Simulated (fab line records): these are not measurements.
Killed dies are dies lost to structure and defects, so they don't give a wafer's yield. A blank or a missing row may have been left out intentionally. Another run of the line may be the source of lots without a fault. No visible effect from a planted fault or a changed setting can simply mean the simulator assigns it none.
The tool behind it: which one? :: flow nand harc :: 11 lots, 33 wafers sampled, at 5 steps of a route of 1302

## WHAT THE GAUGES READ, wafer by wafer
NHARC_END_SORT_01.
lot: L496
measured: day 32 20:02
on: prober-01
killed at array: 155 152 147

lot: L498
measured: day 33 03:02
on: prober-01
killed at array: 150 131 135

## WHICH TOOL RAN EACH LOT (tool, then ch and the chambers of the sampled wafers, then the start)
lot: L476
NHARC_A_CHANNEL_FILL_D1_ETCHBACK_19: rie si-02 ch 1,2,3, day 10 00:59
NHARC_A_BONDPAD_DESCUM_11: rie diel-03 ch 0,2,3, day 22 22:52
NHARC_A_BONDPAD_STRIP_15: rie diel-03 ch 0,1,2, day 22 23:16
NHARC_HYBRID_BOND_ACTIVATE_00: rie diel-07 ch 0,1, day 23 01:31

lot: L479
NHARC_A_CHANNEL_FILL_D1_ETCHBACK_19: rie si-03 ch 2,3, day 11 06:23
NHARC_A_BONDPAD_DESCUM_11: rie diel-13 ch 0,1, day 24 08:46
NHARC_A_BONDPAD_STRIP_15: rie diel-13 ch 0,1, day 24 09:13
NHARC_HYBRID_BOND_ACTIVATE_00: rie diel-08 ch 0,1,3, day 24 11:28

lot: L480
NHARC_A_CHANNEL_FILL_D1_ETCHBACK_19: rie si-03 ch 0,2,3, day 11 15:22
NHARC_A_BONDPAD_DESCUM_11: rie diel-13 ch 1,2,3, day 25 01:41
NHARC_A_BONDPAD_STRIP_15: rie diel-03 ch 1,2,3, day 25 02:05
NHARC_HYBRID_BOND_ACTIVATE_00: rie diel-01 ch 1,3, day 25 04:17

lot: L481
NHARC_A_CHANNEL_FILL_D1_ETCHBACK_19: rie si-05 ch 0,1,2, day 11 23:00
NHARC_A_BONDPAD_DESCUM_11: rie diel-03 ch 0,2,3, day 25 00:57
NHARC_A_BONDPAD_STRIP_15: rie diel-13 ch 0,2,3, day 25 01:20
NHARC_HYBRID_BOND_ACTIVATE_00: rie diel-01 ch 1,2,3, day 25 03:35

lot: L482
NHARC_A_CHANNEL_FILL_D1_ETCHBACK_19: rie si-03 ch 0,1,3, day 12 07:08
NHARC_A_BONDPAD_DESCUM_11: rie diel-03 ch 0,1,3, day 24 21:47
NHARC_A_BONDPAD_STRIP_15: rie diel-13 ch 0,1,3, day 24 22:11
NHARC_HYBRID_BOND_ACTIVATE_00: rie diel-07 ch 0,2,3, day 25 00:24

lot: L483
NHARC_A_CHANNEL_FILL_D1_ETCHBACK_19: rie si-03 ch 2,3, day 13 03:25
NHARC_A_BONDPAD_DESCUM_11: rie diel-13 ch 0,3, day 26 10:39
NHARC_A_BONDPAD_STRIP_15: rie diel-12 ch 2,3, day 26 11:02
NHARC_HYBRID_BOND_ACTIVATE_00: rie diel-01 ch 0,1,2, day 26 13:18

lot: L484
NHARC_A_CHANNEL_FILL_D1_ETCHBACK_19: rie si-03 ch 0,3, day 13 10:52
NHARC_A_BONDPAD_DESCUM_11: rie diel-13 ch 0,1,3, day 26 10:54
NHARC_A_BONDPAD_STRIP_15: rie diel-13 ch 2,3, day 26 11:17
NHARC_HYBRID_BOND_ACTIVATE_00: rie diel-07 ch 0,2, day 26 13:34

lot: L485
NHARC_A_CHANNEL_FILL_D1_ETCHBACK_19: rie si-02 ch 1,2, day 13 23:34
NHARC_A_BONDPAD_DESCUM_11: rie diel-13 ch 0,2, day 27 08:14
NHARC_A_BONDPAD_STRIP_15: rie diel-13 ch 0,2,3, day 27 08:40
NHARC_HYBRID_BOND_ACTIVATE_00: rie diel-01 ch 0,1,3, day 27 10:55

lot: L487
NHARC_A_CHANNEL_FILL_D1_ETCHBACK_19: rie si-03 ch 1,2,3, day 14 10:47
NHARC_A_BONDPAD_DESCUM_11: rie diel-13 ch 0,2,3, day 28 06:28
NHARC_A_BONDPAD_STRIP_15: rie diel-13 ch 1,3, day 28 06:52
NHARC_HYBRID_BOND_ACTIVATE_00: rie diel-01 ch 0,2,3, day 28 09:06

lot: L496
NHARC_A_CHANNEL_FILL_D1_ETCHBACK_19: rie si-03 ch 2,3, day 18 04:38
NHARC_A_BONDPAD_DESCUM_11: rie diel-03 ch 0,1, day 31 08:22
NHARC_A_BONDPAD_STRIP_15: rie diel-13 ch 2,3, day 31 08:48
NHARC_HYBRID_BOND_ACTIVATE_00: rie diel-08 ch 1,2, day 31 11:04

lot: L498
NHARC_A_CHANNEL_FILL_D1_ETCHBACK_19: rie si-03 ch 0,1,2, day 19 01:32
NHARC_A_BONDPAD_DESCUM_11: rie diel-13 ch 0,1,3, day 31 19:50
NHARC_A_BONDPAD_STRIP_15: rie diel-12 ch 0,1,3, day 31 20:14
NHARC_HYBRID_BOND_ACTIVATE_00: rie diel-07 ch 1,3, day 31 22:28
- NHARC_A_CHANNEL_FILL_D1_ETCHBACK_19: etches the open film in HBr/Cl2, target depth 5 nm, time 1.7 s.
- NHARC_A_BONDPAD_DESCUM_11: chemistry O2, time 3 s.
- NHARC_A_BONDPAD_STRIP_15: strips in O2.
- NHARC_HYBRID_BOND_ACTIVATE_00: chemistry N2, time 60 s.

## THE ANSWER, worked out from the rows above alone
Rule: the usual values come from the lots themselves. The widest of any qualifying gaps counts: lots, ordered by their means at a reading, are off when they make up no more than a third of the lots, leave a main group of 4 or more, and stand apart from it by 3 or more times the standard deviation of that group's means. The tables above print the reading to a certain number of digits; a main group whose means all agree to those digits is not used. Also off: a lot with no number at a reading for which 4 or more lots have one. Any other lot the step has rows for is counted as sound.
Nothing can be told from this: no lot is off at any reading shown.

## WHAT THE SIMULATOR HAD INSERTED
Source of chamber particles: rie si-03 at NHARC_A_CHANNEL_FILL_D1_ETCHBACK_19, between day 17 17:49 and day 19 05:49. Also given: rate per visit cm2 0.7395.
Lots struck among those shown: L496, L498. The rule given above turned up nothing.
